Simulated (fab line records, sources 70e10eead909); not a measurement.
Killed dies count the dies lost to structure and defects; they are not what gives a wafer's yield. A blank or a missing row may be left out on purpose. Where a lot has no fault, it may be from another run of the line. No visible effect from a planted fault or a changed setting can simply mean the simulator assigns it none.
Chamber matching    flow nand_harc    NHARC_THIN_TSV_CMP_01 on cmp-04 has 4 sister chambers
The step polishes. 8 wafers are shown with their chamber, then 7 later ones without.

## WAFERS WITH THEIR CHAMBER
wafer   chamber  motor_current_A (A)  slurry_flow_ml_min
L897.5  1        11.0                 150.3
L899.2  1        11.7                 150.4
L899.6  3        12.6                 150.1
L902.2  3        12.4                 149.5
L901.1  2        12.7                 149.6
L901.2  0        12.5                 150.2
L911.1  2        12.9                 149.8
L911.2  0        12.5                 150.0

## WAFERS WITHOUT THEIR CHAMBER
wafer   motor_current_A (A)  slurry_flow_ml_min
L911.3  10.6                 150.3
L916.2  11.9                 150.6
L916.4  12.0                 150.5
L916.6  12.5                 150.6
L918.1  11.1                 150.2
L918.2  13.0                 150.1
L918.3  12.2                 149.1

## THE CHAMBER EACH PASSED THROUGH
wafer   from the rows above                in truth
L911.3  1                                  1
L916.2  can't be placed: 1 or 0 or 3       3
L916.4  can't be placed: 1 or 0 or 3 or 2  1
L916.6  can't be placed: 0 or 3 or 2       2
L918.1  1                                  1
L918.2  can't be placed: 2 or 0 or 3       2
L918.3  can't be placed: 3 or 2 or 0       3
Placed correctly: 2 of 7. From these rows, 5 cannot be placed; in 5 the true chamber is one of the candidates. Number placed wrongly: 0.
How it was worked out, from the rows above alone: a wafer's distance from a chamber is the root of the sum, over the readings, of the square of ((its reading less the chamber's mean) divided by the reading's scatter). If the next closest chamber is less than 2 further off than the closest, the wafer can't be placed; otherwise it belongs to the closest. The mean given for a chamber averages the wafers shown for that chamber. How the scatter is found: for the shown wafers, subtract from each reading the mean of its chamber, square and add these, divide the total by (wafers less chambers), then take the root.
